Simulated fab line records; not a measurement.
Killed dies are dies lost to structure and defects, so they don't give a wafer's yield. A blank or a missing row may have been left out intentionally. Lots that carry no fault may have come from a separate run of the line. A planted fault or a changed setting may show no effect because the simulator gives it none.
fab line records    flow n5-finfet
[record] lots = 6  wafers = 18  last-day = 18
route steps=1938 shown MIM_TOP_LITHO@1839 MIM_TOP_ETCH@1851 PASSIVATION@1936
lots untouched by any fault: they come from a run of this same line in which no faults occurred
start-h: the number of hours between the record's first day and the start of the first shown wafer of the lot    wait-h: hours since the lot's step before    " the same as in the row above    L1.1+2: a single row standing in for several wafers    - either no value or no given start    * or withheld: withheld    < > ~ a bound
route shown NAME@n: names a module that has steps shown in the file, with the first one's number in the route    usual: mean/standard deviation taken from wafers without a fault    same: alike in all rows    chamber/n: place in a boat    sites: per-site readings    _std_site: their standard deviation    _edge_site: mean of outer sites minus mean of inner sites    radius-mm: for every site, how far away it sits from the centre of the wafer    mask NAME#n: copy n    behind: the most recent tool/chamber to have shaped the wafer    hold: the reason the lot was held/the length of the hold in hours/how it ended    device: transistor that didn't switch, given as n, p or np    end of line: tests run on the same wafers once the route is complete    step lacking rows: just its recipe    killed: count of dies lost to structure and defects at first sort (not the wafer's yield)    map: a wafer's dies, marking killed ones x, the rest . and places with no die _
set.NAME: the setting the step ran with; set.NAME@STEP: the setting that earlier step ran with    model.NAME: the simulator's own value behind a step, which no gauge read
a table for each step, a row for each wafer; lots at some steps of the route
services: the hour from which a tool's chamber was out of use, counted from the record's first day as start-h (under 0 if before that day), plus the number of hours and why
[[steps]]
[step N5_MIM_TOP_LITHO_HMDS_01]
[recipe] time-s = 60  temp-c = 120
[step N5_MIM_TOP_LITHO_COAT_02]
[recipe] spin-rpm = *  resist-thk-nm = *
[step N5_MIM_TOP_LITHO_EBR_04]
[recipe] solvent = PGMEA  ebr-width-mm = 1.5
[step N5_MIM_TOP_LITHO_SOFTBAKE_03]
[recipe] temp-c = 100  time-s = 90
[step N5_MIM_TOP_LITHO_EXPOSE_05]
[recipe] mask-id = MIM_TOP  na = 0.55  source-shape = conventional  sigma-outer = 0.8  polarization = unpolarized  target-cd-nm = 2000  dose-mj = 20.5
[step N5_MIM_TOP_LITHO_PEB_06]
[recipe] peb-temp-c = withheld  peb-time-s = *
[step N5_MIM_TOP_LITHO_DEVELOP_07]
[recipe] develop-time-s = 60  rinse-liquid = diw  dry = air-spin  dev-temp-c = 21
[step N5_MIM_TOP_LITHO_HARDBAKE_09]
[recipe] temp-c = 130  time-s = 120
[step N5_MIM_TOP_LITHO_CD_MEAS_08]
[recipe] target-cd-nm = 2000  landing-energy-ev = 500  detector = se-inlens
[usual] cd-nm = 1998.8/1.6
lot.wafer  tool       chamber  start-h  wait-h  cd-nm
L815.1     cd-sem-02  0        254.77   -       1997.1
L815.2     "          0        "        "       2000.6
L815.3     "          0        "        "       1999.0
L824.1     cd-sem-02  0        309.60   -       2000.9
L824.4     "          0        "        "       2000.8
L824.6     "          0        "        "       1999.4
L829.2     cd-sem-01  0        347.27   -       2001.1
L829.4     "          0        "        "       1997.5
L829.5     "          0        "        "       1996.7
L830.1     cd-sem-01  0        362.42   -       1995.3
L830.2     "          0        "        "       1996.8
L830.5     "          0        "        "       1997.8
L836.2     cd-sem-03  0        412.07   -       1999.1
L836.4     "          0        "        "       2000.9
L836.6     "          0        "        "       1999.3
L838.1     cd-sem-02  0        429.87   -       1996.8
L838.3     "          0        "        "       1997.6
L838.5     "          0        "        "       1999.4
[step N5_MIM_TOP_LITHO_OVL_MEAS_11]
[recipe] points-per-wafer = 44
[usual] MIM_TOP_OVL = -1/5.1
lot.wafer  tool        chamber  start-h  wait-h  MIM_TOP_OVL[nm]
L815.1     overlay-01  0        254.80   0.0     0
L815.2     "           0        "        "       -3
L815.3     "           0        "        "       -2
L824.1     overlay-01  0        309.63   0.0     -1
L824.4     "           0        "        "       2
L824.6     "           0        "        "       1
L829.2     overlay-01  0        347.30   0.0     -1
L829.4     "           0        "        "       -4
L829.5     "           0        "        "       -5
L830.1     overlay-02  0        362.45   0.0     8
L830.2     "           0        "        "       2
L830.5     "           0        "        "       9
L836.2     overlay-01  0        412.10   0.0     -5
L836.4     "           0        "        "       4
L836.6     "           0        "        "       8
L838.1     overlay-01  0        429.91   0.0     -5
L838.3     "           0        "        "       -3
L838.5     "           0        "        "       -6
[step N5_MIM_TOP_LITHO_INSPECT_12]
[recipe] mode = adi  inspect-instrument = macro
[usual] raw-defect-count = 2.1/1.4
lot.wafer  tool               chamber  start-h  wait-h  raw-defect-count
L815.1     defect-inspect-01  -        254.83   0.0     3
L815.2     "                  -        "        "       0
L815.3     "                  -        "        "       4
L824.1     defect-inspect-01  -        309.65   0.0     3
L824.4     "                  -        "        "       3
L824.6     "                  -        "        "       5
L829.2     defect-inspect-02  -        347.33   0.0     3
L829.4     "                  -        "        "       0
L829.5     "                  -        "        "       1
L830.1     defect-inspect-02  -        362.48   0.0     2
L830.2     "                  -        "        "       2
L830.5     "                  -        "        "       4
L836.2     defect-inspect-02  -        412.13   0.0     0
L836.4     "                  -        "        "       2
L836.6     "                  -        "        "       4
L838.1     defect-inspect-01  -        429.93   0.0     3
L838.3     "                  -        "        "       2
L838.5     "                  -        "        "       1
[step N5_MIM_TOP_LITHO_DESCUM_10]
[recipe] chemistry = O2  time-s = 7.9  source-power-w = 50  bias-power-w = 20  pressure-mtorr = 20  rf-frequency-hz = 2.712e+07  temp-c = 40  o2-flow-sccm = 225
[usual] drypump-motor-current-A = 5.8/0.4  oes-product-au = 0.83/0.082  rf-vpp-V = 243.5/1.5  showerhead-plenum-p-Torr = 2.12/0.071  throttle-valve-pct = 20.33/0.27
lot.wafer  tool         chamber  start-h  wait-h  drypump-motor-current-A  oes-product-au  rf-hours-counter-h  rf-vpp-V  showerhead-plenum-p-Torr  throttle-valve-pct
L815.1     rie-diel-05  2        254.86   0.0     5.1                      0.86            46                  244.4     2.19                      19.90
L815.2     "            3        "        "       5.7                      0.69            242                 241.9     2.08                      20.53
L815.3     "            1        "        "       5.6                      0.69            235                 241.7     1.96                      20.28
L824.1     rie-diel-03  2        309.69   0.0     5.9                      0.89            25                  245.3     2.22                      20.04
L824.4     "            1        "        "       5.8                      0.80            87                  244.6     2.10                      20.49
L824.6     "            3        "        "       5.5                      0.85            -                   241.3     2.05                      20.60
L829.2     rie-diel-04  0        347.36   0.0     6.4                      0.87            45                  243.5     2.13                      20.76
L829.4     "            3        "        "       5.6                      0.85            50                  243.3     2.14                      20.48
L829.5     "            3        "        "       5.7                      0.86            -                   243.3     2.14                      20.47
L830.1     rie-diel-04  0        362.51   0.0     6.4                      0.87            48                  244.1     2.12                      20.77
L830.2     "            1        "        "       6.1                      0.79            127                 242.2     2.09                      20.25
L830.5     "            3        "        "       5.6                      0.85            -                   242.4     2.14                      20.50
L836.2     rie-diel-04  1        412.16   0.0     6.1                      0.76            144                 244.4     2.08                      20.27
L836.4     "            0        "        "       6.3                      0.84            64                  243.0     2.12                      20.81
L836.6     "            0        "        "       6.4                      0.83            -                   244.5     2.12                      20.80
L838.1     rie-diel-03  1        429.96   0.0     5.8                      0.75            123                 242.1     2.09                      20.53
L838.3     "            2        "        "       5.8                      0.84            63                  246.0     2.21                      20.09
L838.5     "            1        "        "       5.8                      0.75            -                   242.6     2.09                      20.50
[step N5_MIM_TOP_ETCH_ETCH_00]
[recipe] chemistry = Cl2/BCl3  target = TiN  target-depth-a = 385  ion-energy-ev = 150  pressure-mtorr = 10  icp-w = 1000  bias-w = 126  Cl2_flow_sccm = 53.25  bcl3-flow-sccm = 21.75  Ar_flow_sccm = 25
[usual] bcl3-flow-sccm = 21.75/0.069  drypump-motor-current-A = 5.5/0.42  mfc-cl2-sccm = 53.25/0.18  oes-product-au = 0.83/0.077  throttle-valve-pct = 22.7/0.37
lot.wafer  tool          chamber  start-h  wait-h  bcl3-flow-sccm  drypump-motor-current-A  mfc-cl2-sccm  oes-product-au  rf-hours-counter-h  throttle-valve-pct
L815.1     rie-metal-02  1        254.99   0.1     21.80           6.1                      53.39         0.97            2                   22.9
L815.2     "             0        "        "       21.78           6.0                      53.32         0.90            11                  22.2
L815.3     "             0        "        "       21.81           6.0                      53.31         0.89            -                   22.2
L824.1     rie-metal-01  1        309.77   0.1     21.84           5.1                      53.09         0.87            10                  22.9
L824.4     "             0        "        "       21.67           5.0                      53.21         0.74            -                   22.2
L824.6     "             1        "        "       21.90           5.1                      53.03         0.88            -                   22.9
L829.2     rie-metal-02  0        347.45   0.1     21.82           6.0                      53.17         0.86            20                  22.2
L829.4     "             1        "        "       21.79           6.1                      73.06         0.92            -                   25.1
L829.5     "             0        "        "       21.72           6.0                      53.09         0.86            -                   22.2
L830.1     rie-metal-02  1        362.61   0.1     21.74           6.1                      73.15         0.91            11                  25.1
L830.2     "             0        "        "       21.82           6.0                      53.23         0.85            22                  22.2
L830.5     "             1        "        "       21.77           6.1                      73.21         0.90            -                   25.1
L836.2     rie-metal-01  0        412.25   0.1     21.76           5.0                      53.44         0.71            65                  22.2
L836.4     "             1        "        "       21.68           5.1                      53.17         0.83            -                   22.9
L836.6     "             0        "        "       21.80           5.0                      53.18         0.71            -                   22.3
L838.1     rie-metal-03  0        430.05   0.1     21.80           5.6                      53.29         0.83            28                  23.2
L838.3     "             0        "        "       21.77           5.6                      53.40         0.83            -                   23.2
L838.5     "             1        "        "       21.81           5.3                      53.19         0.72            -                   22.9
[step N5_MIM_TOP_ETCH_STRIP_01]
[recipe] chemistry = O2  power-w = 600  temp-c = 60  pressure-mtorr = 30  rf-frequency-hz = 6e+07  bias-power-w = 0  overash-fraction = 0.5  o2-flow-sccm = 225
[usual] drypump-motor-current-A = 5.7/0.37  oes-product-au = 0.81/0.083  rf-vpp-V = 3.8/1.2  showerhead-plenum-p-Torr = 2.10/0.06  throttle-valve-pct = 16.62/0.21
lot.wafer  tool         chamber  start-h  wait-h  drypump-motor-current-A  oes-product-au  rf-hours-counter-h  rf-vpp-V  showerhead-plenum-p-Torr  throttle-valve-pct
L815.1     rie-diel-06  0        255.13   0.1     5.9                      0.92            19                  2.7       2.07                      16.54
L815.2     "            2        "        "       5.2                      0.70            217                 2.6       2.15                      16.93
L815.3     "            3        "        "       5.5                      0.85            62                  3.8       2.12                      16.43
L824.1     rie-diel-06  0        309.91   0.1     5.9                      0.88            36                  2.8       2.06                      16.53
L824.4     "            1        "        "       5.4                      0.93            21                  4.2       2.07                      16.36
L824.6     "            3        "        "       5.5                      0.82            -                   4.4       2.12                      16.48
L829.2     rie-diel-06  0        347.65   0.2     5.8                      0.85            46                  1.3       2.06                      16.56
L829.4     "            0        "        "       5.9                      0.84            -                   3.0       2.06                      16.57
L829.5     "            2        "        "       5.1                      0.66            -                   4.3       2.14                      17.01
L830.1     rie-diel-06  1        362.75   0.1     5.5                      0.86            35                  5.4       2.06                      16.36
L830.2     "            0        "        "       5.8                      0.83            54                  4.0       2.06                      16.61
L830.5     "            3        "        "       5.5                      0.81            -                   5.1       2.11                      16.48
L836.2     rie-diel-02  1        412.39   0.1     5.2                      0.71            249                 4.0       1.98                      16.61
L836.4     "            3        "        "       6.4                      0.90            28                  4.3       2.06                      16.49
L836.6     "            2        "        "       5.9                      0.99            -                   3.9       2.15                      16.51
L838.1     rie-diel-01  1        430.27   0.2     6.5                      0.78            98                  4.0       2.03                      16.59
L838.3     "            2        "        "       5.6                      0.68            246                 4.1       2.04                      16.48
L838.5     "            2        "        "       5.6                      0.68            -                   3.2       2.04                      16.45
[step N5_PASSIVATION_PROBE_49]
[usual] defect-limited-yield = 91.4/1.5  killed_at_M0_to_M3 = 35/11  killed_at_M4_up = 16/7  killed-at-contacts = 11/5.3  killed-at-front-end = 37/11  killed-at-other = 3.1/2.8  killed-dies = 102/18  killed-open = 69/15  killed-short = 31/7.8  sort_bin_5_function = 5.1/1.1  sort_bin_6_memory = 3.2/0.69  sort-n-pass = 1078/18  sort-yield-pct = 91.4/1.5
[same] gross-dies = 1180  killed-at-back-side = 0  sort_bin_4_leakage[%] = 0  sort_bin_8_speed[%] = 0
lot.wafer  tool       chamber  start-h  wait-h  defect-limited-yield[%]  killed_at_M0_to_M3  killed_at_M4_up  killed-at-contacts  killed-at-front-end  killed-at-other  killed-dies  killed-open  killed-short  sort_bin_5_function[%]  sort_bin_6_memory[%]  sort-n-pass  sort-yield-pct[%]
L829.2     prober-01  -        356.65   0.1     89.1                     45                  14               2                   59                   9                129          83           46            7.7                     3.0                   1051         89.1
// killed by level:class
L829.2 FIN_SAQP:geometric-particle:open=18 FIN_SAQP:geometric-particle:short=14 BEOL_M0_SAQP:geometric-particle:short=11 BEOL_M0_SAQP:geometric-particle:open=11 STI_FIN_REVEAL:geometric-particle:open=7 DUMMY_GATE:geometric-particle:open=5 BEOL_M2:geometric-particle:open=5 BEOL_M3:geometric-particle:open=5
[[services]]
tool          chamber  start-h  hours  kind
rie-metal-02  -        232.71   14.6   pm
rie-diel-03   3        248.74   6.3    repair
rie-diel-06   1        250.77   15.2   repair
rie-diel-04   3        251.44   4.5    repair
rie-metal-03  0        255.47   17.8   repair
rie-diel-05   3        256.33   3.1    repair
rie-diel-03   2        262.22   1.6    repair
rie-metal-02  1        266.73   10.1   repair
rie-diel-04   1        270.31   3.5    repair
rie-diel-03   2        283.29   16.3   repair
rie-metal-03  1        287.20   1.0    repair
rie-metal-03  -        290.47   4.0    pm
rie-diel-06   1        324.83   6.5    repair
rie-diel-06   0        329.54   6.8    repair
rie-diel-03   1        344.53   6.7    repair
rie-diel-06   1        347.24   8.0    repair
rie-diel-04   0        355.13   2.6    repair
rie-metal-02  -        378.99   0.3    repair
rie-metal-02  -        388.49   0.2    repair
rie-diel-06   2        390.90   3.9    repair
rie-diel-04   0        406.67   2.9    repair
rie-diel-06   3        415.24   19.4   repair
rie-diel-04   -        426.75   0.5    repair
rie-diel-06   0        427.15   10.2   repair
[[key]]
[first-sign] step = N5_MIM_TOP_ETCH_ETCH_00  reading = mfc-cl2-sccm  direction = up  sigmas = 99+  usual = 53.25  struck = 73.14
[effect] step = N5_MIM_TOP_ETCH_ETCH_00  reading = throttle-valve-pct  direction = up  sigmas = 6.5  usual = *  struck = *
met-at N5_MIM_TOP_ETCH_ETCH_00
struck-wafers L829.4,L830.1,L830.5
onset-between 254.99 347.45
[fault] kind = process-parameter-drift  tool = rie-metal-02  chamber = 1  onset-h = 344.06  steps = N5_MIM_TOP_ETCH_ETCH_00  channel = Cl2_flow_sccm  offset = 19.912  shape = step  end-h = 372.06  acts-in = these-recipes-only  stated = 53.25
